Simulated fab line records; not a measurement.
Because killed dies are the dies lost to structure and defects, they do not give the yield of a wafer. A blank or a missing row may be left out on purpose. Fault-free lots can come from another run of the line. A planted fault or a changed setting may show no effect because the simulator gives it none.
Struck lot and sound lot, side by side / flow nand harc / 15 out of 1302 route steps
Sound: these wafers, L747.1, L747.3, L747.6. Wafers L766.3, L766.4, L766.5 were the ones struck. Last of all comes the cause.
Each step with rows lists, per side, the tool, then ch with its chambers, then its first start. Under that, the readings that differ: sound wafers / struck wafers / difference of the means / sigmas: that difference in standard deviations of wafers without a fault.
alike: same words and numbers on both sides, and readings whose means sit less than 2 such deviations apart. not compared: any withheld reading, any reading some wafer has no value for, any bound like >300 that may hide the same value, and any number with overlapping values for which the record gives no deviation.
The two part at a step that has a row with sigmas, a row that says differs or no value, or rows on one side only. Numbers that don't overlap but have no deviation are shown without sigmas and don't part them. Lack of a reading on every wafer of one side parts them only where that side has two or more wafers.

NHARC_A_CHANNEL_HOLE_D1_ETCH_44: etches the open film in CF4/O2, target depth 140 nm, overetch 14 nm, time 77 s.
  sound on rie diel-13 ch 2,3, day 9 12:13; struck on rie diel-13 ch 2,3, day 16 23:40
  alike: drypump motor current A, oes product au, rf vpp V, showerhead plenum p Torr, throttle valve pct
  not compared: rf hours counter h
then, 3 steps without rows for these wafers: NHARC_A_CHANNEL_HOLE_D1_STRIP_27 (strips in O2); NHARC_A_CHANNEL_HOLE_D1_PRECLEAN_28 (cleans in SC1); NHARC_A_CHANNEL_HOLE_D1_SRD_29.
NHARC_A_CHANNEL_HOLE_D1_CD_MEAS_30:
  sound: cd sem-02 at day 9 13:08; struck: cd sem-02 at day 17 00:28
  alike: cd nm
NHARC_A_CHANNEL_HOLE_D1_XSEM_31:
  sound on xsem-01 ch 0, day 9 13:13; struck on xsem-02 ch 0, day 17 00:34
  alike: bot cd nm, bow nm, tilt deg
NHARC_A_CHANNEL_HOLE_D1_INSPECT_40:
  sound: defect inspect-01 at day 9 13:19; struck: defect inspect-02 at day 17 00:39
  alike: raw defect count
then, 2 steps without rows for these wafers: NHARC_A_CHANNEL_FILL_D1_PRECLEAN_00 (cleans in SC1); NHARC_A_CHANNEL_FILL_D1_SRD_01.
NHARC_A_CHANNEL_FILL_D1_ALD_02: deposits SiO2, target thk 6 nm, pulse time 10 s, ald cycles 60.
  sound on ald hk-02 ch 1,3, day 9 13:35; struck on ald hk-01 ch 0,1,3, day 17 01:22
  alike: ald cycles, heater power w, precursor pulse height rel
then, 1 step without rows for these wafers: NHARC_A_CHANNEL_FILL_D1_ALD_03 (deposits SiNx, target thk 6 nm, pulse time 60 s, ald cycles 58).
NHARC_A_CHANNEL_FILL_D1_ALD_14: deposits SiO2, target thk 2.5 nm, pulse time 10 s, ald cycles 25.
  sound on ald hk-01 ch 0,2, day 9 20:40; struck on ald hk-02 ch 1,2,3, day 17 08:17
  alike: ald cycles, heater power w, precursor pulse height rel
NHARC_A_CHANNEL_FILL_D1_ALD_15: deposits SiNx, target thk 2 nm, pulse time 60 s, ald cycles 19.
  sound on ald sin batch-03 ch 0, day 9 23:45; struck on ald sin batch-01 ch 0, day 17 11:25
reading=ald cycles; sound=19 19 19; struck=25 25 25; difference=+6; sigmas=
  alike: precursor pulse height rel
NHARC_A_CHANNEL_FILL_D1_ALD_16: deposits SiO2, target thk 1.5 nm, pulse time 10 s, ald cycles 15.
  sound on ald hk-02 ch 2,3, day 10 01:49; struck on ald hk-04 ch 0,2, day 17 13:30
  alike: ald cycles, heater power w, precursor pulse height rel
then, 1 step without rows for these wafers: NHARC_END_SORT_01.

WHERE THEY PART
Nowhere in this record.

WHY: what had been put in by the simulator
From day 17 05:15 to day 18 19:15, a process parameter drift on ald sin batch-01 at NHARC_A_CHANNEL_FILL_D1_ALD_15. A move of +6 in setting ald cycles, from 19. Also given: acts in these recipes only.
